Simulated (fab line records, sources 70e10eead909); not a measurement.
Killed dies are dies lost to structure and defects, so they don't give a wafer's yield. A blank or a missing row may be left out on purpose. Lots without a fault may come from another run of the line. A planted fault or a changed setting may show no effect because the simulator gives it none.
Chamber matching | flow nand_harc | NHARC_A_SLIT_DEP_25 on pecvd-04: 3 sister chambers
The step deposits SiO2, target thk 200 nm. 3 wafers are shown with their chamber, then 7 later ones without.

WAFERS WITH THEIR CHAMBER
wafer  | chamber | showerhead_vpp_V (V)
L087.5 | 0       | 2065
L088.3 | 1       | 1886
L088.5 | 2       | 2052

WAFERS WITHOUT THEIR CHAMBER
wafer  | showerhead_vpp_V (V)
L088.6 | 2038
L092.1 | 1894
L092.4 | 1867
L092.6 | 2050
L094.1 | 1872
L094.3 | 2017
L094.6 | 2051

WHICH CHAMBER EACH WENT THROUGH
wafer  | from the rows above     | in truth
L088.6 | can't be placed: 2 or 0 | 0
L092.1 | 1                       | 1
L092.4 | 1                       | 1
L092.6 | can't be placed: 2 or 0 | 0
L094.1 | 1                       | 1
L094.3 | can't be placed: 2 or 0 | 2
L094.6 | can't be placed: 2 or 0 | 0
Placed correctly: 3 of 7. Can't be placed from these rows: 4 (the true chamber is among the candidates in 4). Placed wrongly: 0.
How it was worked out, from the rows above alone: a wafer's distance from a chamber is the root of the sum, over the readings, of the square of ((its reading less the chamber's mean) divided by the reading's scatter). The wafer belongs to the nearest chamber; if the next one is less than 2 further off, it can't be placed. A chamber's mean is the mean of its shown wafers. The scatter: with one shown wafer a chamber, the root of the mean of the squares of how far each hidden wafer lies from its nearest shown one.
